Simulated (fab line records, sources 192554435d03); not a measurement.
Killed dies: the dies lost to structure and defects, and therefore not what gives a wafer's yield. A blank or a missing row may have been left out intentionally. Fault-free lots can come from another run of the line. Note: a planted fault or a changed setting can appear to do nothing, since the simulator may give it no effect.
Lot-split experiment | flow n5Finfet | 7 lots, 21 wafers read, on a route of 1938 steps

ABOUT THE SPLIT
At N5_BEOL_M6_COAT_22 (resist thk 30 nm), the setting spinRpm was moved away from the recipe's 1500 rpm on 4 of the 21 wafers read, by +5.2% to +7.9%. For the rest of the wafers, this setting stayed at what the recipe calls for.

FROM THE SPLIT TO THE READING: what the file shows between them, 4 steps
- N5_BEOL_M6_EBR_24
- N5_BEOL_M6_SOFTBAKE_23: time 60 s
- N5_BEOL_M6_EXPOSE_25: exposes mask V5, target cd 40 nm
- N5_BEOL_M6_PEB_26: peb time 60 s

THE READING
CAR-EUV_of_BEOL_M6_COAT_22.thkNm (the simulator's own value, which no gauge read), in nm, at N5_BEOL_M6_DEVELOP_27 (develop time 30 s). There is no usual value for it anywhere in the file. Across the 17 wafers here that went through the recipe, the average is 29.4 nm and the standard deviation 0.085 nm.

wafer  | tool, chamber at the split | spinRpm as run, rpm | against the recipe | CAR-EUV_of_BEOL_M6_COAT_22.thkNm, nm | against lot-mates on the recipe
L076.1 | lithoTrack-03, 0           | 1500                | recipe             | 29.4                                 | -
L076.3 | lithoTrack-03, 0           | 1500                | recipe             | 29.4                                 | -
L076.6 | lithoTrack-03, 0           | 1500                | recipe             | 29.4                                 | -
L077.3 | lithoTrack-03, 0           | 1615                | +7.7%              | 28.2                                 | -1.2
L077.4 | lithoTrack-03, 0           | 1500                | recipe             | 29.4                                 | -
L077.6 | lithoTrack-03, 0           | 1500                | recipe             | 29.4                                 | -
L078.2 | lithoTrack-05, 0           | 1500                | recipe             | 29.4                                 | -
L078.4 | lithoTrack-05, 0           | 1500                | recipe             | 29.4                                 | -
L078.5 | lithoTrack-05, 0           | 1500                | recipe             | 29.4                                 | -
L081.3 | lithoTrack-05, 0           | 1500                | recipe             | 29.4                                 | -
L081.4 | lithoTrack-05, 0           | 1500                | recipe             | 29.4                                 | -
L081.6 | lithoTrack-05, 0           | 1500                | recipe             | 29.6                                 | -
L091.2 | lithoTrack-03, 0           | 1500                | recipe             | 29.4                                 | -
L091.3 | lithoTrack-03, 0           | 1500                | recipe             | 29.4                                 | -
L091.6 | lithoTrack-03, 0           | 1500                | recipe             | 29.4                                 | -
L093.2 | lithoTrack-05, 0           | 1578                | +5.2%              | 28.6                                 | -1.0
L093.4 | lithoTrack-05, 0           | 1500                | recipe             | 29.6                                 | -
L093.5 | lithoTrack-05, 0           | 1578                | +5.2%              | 28.8                                 | -0.8
L095.3 | lithoTrack-02, 0           | 1500                | recipe             | 29.6                                 | -
L095.5 | lithoTrack-02, 0           | 1500                | recipe             | 29.6                                 | -
L095.4 | lithoTrack-02, 0           | 1619                | +7.9%              | 28.6                                 | -1.0

THE FIT
A straight line over all 21 wafers: CAR-EUV_of_BEOL_M6_COAT_22.thkNm changes by -0.137 nm for each +1% of spinRpm; r = -0.96; the points scatter about the line by 0.11 nm.
The same after taking each lot's own level away (the mean of its wafers on the recipe; 21 wafers): -0.15 nm for each +1%; r = -0.98; scatter 0.077 nm.
On that fit, the largest move of spinRpm shifts the reading by 1.2 nm.
Measured against the standard deviation above, the lots' own levels, which go from 29.40 to 29.60 nm, span 2.4 times it.
The two slopes agree, so the slope changes little with the lot-to-lot level.
Check: for one of the wafers moved furthest among these (+7.9%), held out of the fit, the line's prediction against its lot-mates is -1.3 nm. Against them it came out at -1 nm.

THE OTHER SPLITS THESE WAFERS WENT THROUGH
These wafers also went through other splits before the reading. Each is held against what the fit with the lots' levels taken away leaves over:
other split on the same wafers  | wafers away from the commonest value | r with CAR-EUV_of_BEOL_M6_COAT_22.thkNm (lot level and that fit taken away)
N5_BEOL_M4_COAT_73 spinRpm      | 7                                    | -0.16
N5_BEOL_M5_HM_DEP_02 targetThkA | 7                                    | -0.26
N5_BEOL_M5_COAT_60 spinRpm      | 5                                    | +0.00
N5_BEOL_M6_ETCH_62 biasW        | 8                                    | -0.16

THE WHOLE CHAIN: every reading that the file lists as answering this split, in the file's order
step                  | what it does      | reading                                                                           | change (the file's fit)               | r (the file's)
N5_BEOL_M6_COAT_22    | resist thk 30 nm  | CAR-EUV_of_BEOL_M6_COAT_22.thkNm (the simulator's own value, which no gauge read) | -0.138 nm for each +1% of the setting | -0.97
N5_BEOL_M6_DEVELOP_27 | develop time 30 s | CAR-EUV_of_BEOL_M6_COAT_22.thkNm (the simulator's own value, which no gauge read) | -0.147 nm for each +1% of the setting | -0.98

THE FILE'S OWN FIT
CAR-EUV_of_BEOL_M6_COAT_22.thkNm changes by -0.147 nm for each +1% of spinRpm, r = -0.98.
